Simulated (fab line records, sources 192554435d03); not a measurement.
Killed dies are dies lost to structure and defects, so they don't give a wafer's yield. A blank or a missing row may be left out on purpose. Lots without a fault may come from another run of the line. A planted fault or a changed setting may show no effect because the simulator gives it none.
Chamber matching | flow n5_finfet | N5_BEOL_M4_ETCH_70 on rie_diel-04: 4 sister chambers
The step etches SOC in N2/H2, target depth 80 nm, overetch 24 nm, time 130 s. 4 wafers are shown with their chamber, then 7 later ones without.

WAFERS WITH THEIR CHAMBER
wafer  | chamber | showerhead_plenum_p_Torr (Torr)
L084.2 | 3       | 2.70
L084.5 | 0       | 2.47
L089.3 | 1       | 2.70
L089.4 | 2       | 2.55

WAFERS WITHOUT THEIR CHAMBER
wafer  | showerhead_plenum_p_Torr (Torr)
L089.6 | 2.47
L091.2 | 2.47
L091.3 | 2.54
L091.4 | 2.70
L096.2 | 2.69
L096.4 | 2.69
L096.6 | 2.69

WHICH CHAMBER EACH WENT THROUGH
wafer  | from the rows above     | in truth
L089.6 | 0                       | 0
L091.2 | 0                       | 0
L091.3 | 2                       | 2
L091.4 | can't be placed: 1 or 3 | 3
L096.2 | can't be placed: 1 or 3 | 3
L096.4 | can't be placed: 1 or 3 | 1
L096.6 | can't be placed: 1 or 3 | 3
Placed correctly: 3 of 7. Can't be placed from these rows: 4 (the true chamber is among the candidates in 4). Placed wrongly: 0.
How it was worked out, from the rows above alone: a wafer's distance from a chamber is the root of the sum, over the readings, of the square of ((its reading less the chamber's mean) divided by the reading's scatter). The wafer belongs to the nearest chamber; if the next one is less than 2 further off, it can't be placed. A chamber's mean is the mean of its shown wafers. The scatter: with one shown wafer a chamber, the root of the mean of the squares of how far each hidden wafer lies from its nearest shown one.
